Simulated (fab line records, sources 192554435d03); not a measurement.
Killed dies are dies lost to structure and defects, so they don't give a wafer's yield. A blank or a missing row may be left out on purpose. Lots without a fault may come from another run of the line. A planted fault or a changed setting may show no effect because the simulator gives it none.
Split-lot experiment | flow n5_finfet | 7 lots, 21 wafers read, on a route of 1938 steps

THE SPLIT
At N5_MIM_BOT_ETCH_ETCH_00 (etches TiN in Cl2/BCl3, target depth 45.5 nm), the setting icp_w was moved away from the recipe's 1000 W on 7 of the 21 wafers read, by -17.3% to +11.5%. The other wafers ran this setting at the recipe's value.

The reading is taken at the split's own step.

THE READING
etch.depth_nm (the simulator's own value, which no gauge read), in nm, at N5_MIM_BOT_ETCH_ETCH_00 (etches TiN in Cl2/BCl3, target depth 45.5 nm). The file gives no usual value for it. The 14 wafers here that ran the recipe average 45.96 nm, standard deviation 0.63 nm.

wafer  | tool, chamber at the split | icp_w as run, W | against the recipe | etch.depth_nm, nm | against lot-mates on the recipe
L076.1 | rie_metal-03, 0            | 1101            | +10.1%             | 51.48             | +5.53
L076.2 | rie_metal-03, 1            | 1000            | recipe             | 45.82             | -
L076.5 | rie_metal-03, 1            | 1000            | recipe             | 46.07             | -
L080.3 | rie_metal-01, 1            | 1115            | +11.5%             | 51.16             | +4.85
L080.5 | rie_metal-01, 0            | 1000            | recipe             | 46.09             | -
L080.6 | rie_metal-01, 1            | 1000            | recipe             | 46.53             | -
L088.2 | rie_metal-03, 0            | 1000            | recipe             | 46.54             | -
L088.5 | rie_metal-03, 0            | 827.2           | -17.3%             | 39.55             | -6.05
L088.6 | rie_metal-03, 1            | 1000            | recipe             | 44.66             | -
L089.2 | rie_metal-02, 1            | 1000            | recipe             | 46.6              | -
L089.5 | rie_metal-02, 0            | 1000            | recipe             | 45.42             | -
L089.6 | rie_metal-02, 1            | 1000            | recipe             | 46.34             | -
L092.1 | rie_metal-03, 1            | 1050            | +5.0%              | 47.56             | +1.17
L092.3 | rie_metal-03, 1            | 1050            | +5.0%              | 47.61             | +1.22
L092.4 | rie_metal-03, 0            | 1000            | recipe             | 46.39             | -
L095.1 | rie_metal-03, 0            | 1000            | recipe             | 46.57             | -
L095.4 | rie_metal-03, 1            | 1000            | recipe             | 45.18             | -
L095.6 | rie_metal-03, 1            | 1000            | recipe             | 44.94             | -
L097.2 | rie_metal-01, 0            | 1000            | recipe             | 46.28             | -
L097.3 | rie_metal-01, 1            | 864.5           | -13.5%             | 40.07             | -6.21
L097.6 | rie_metal-01, 0            | 864.5           | -13.5%             | 40.42             | -5.86

THE FIT
A straight line over all 21 wafers: etch.depth_nm changes by +0.419 nm for each +1% of icp_w; r = +0.98; the points scatter about the line by 0.67 nm.
The same after taking each lot's own level away (the mean of its wafers on the recipe; 21 wafers): +0.412 nm for each +1%; r = +0.97; scatter 0.7 nm.
On that fit, the largest move of icp_w shifts the reading by 7.1 nm.
The lots' own levels span 45.563 to 46.390 nm, that is 1.3 times the standard deviation above.
So the lot-to-lot level changes the slope little: the two slopes agree.
Check: with one of the wafers moved furthest among these (-17.3%) left out of the fit, the line predicts -7.69 nm for it against its lot-mates. It came out at -6.05 nm against them.

THE FILE'S OWN FIT
etch.depth_nm changes by +0.41 nm for each +1% of icp_w, r = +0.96.
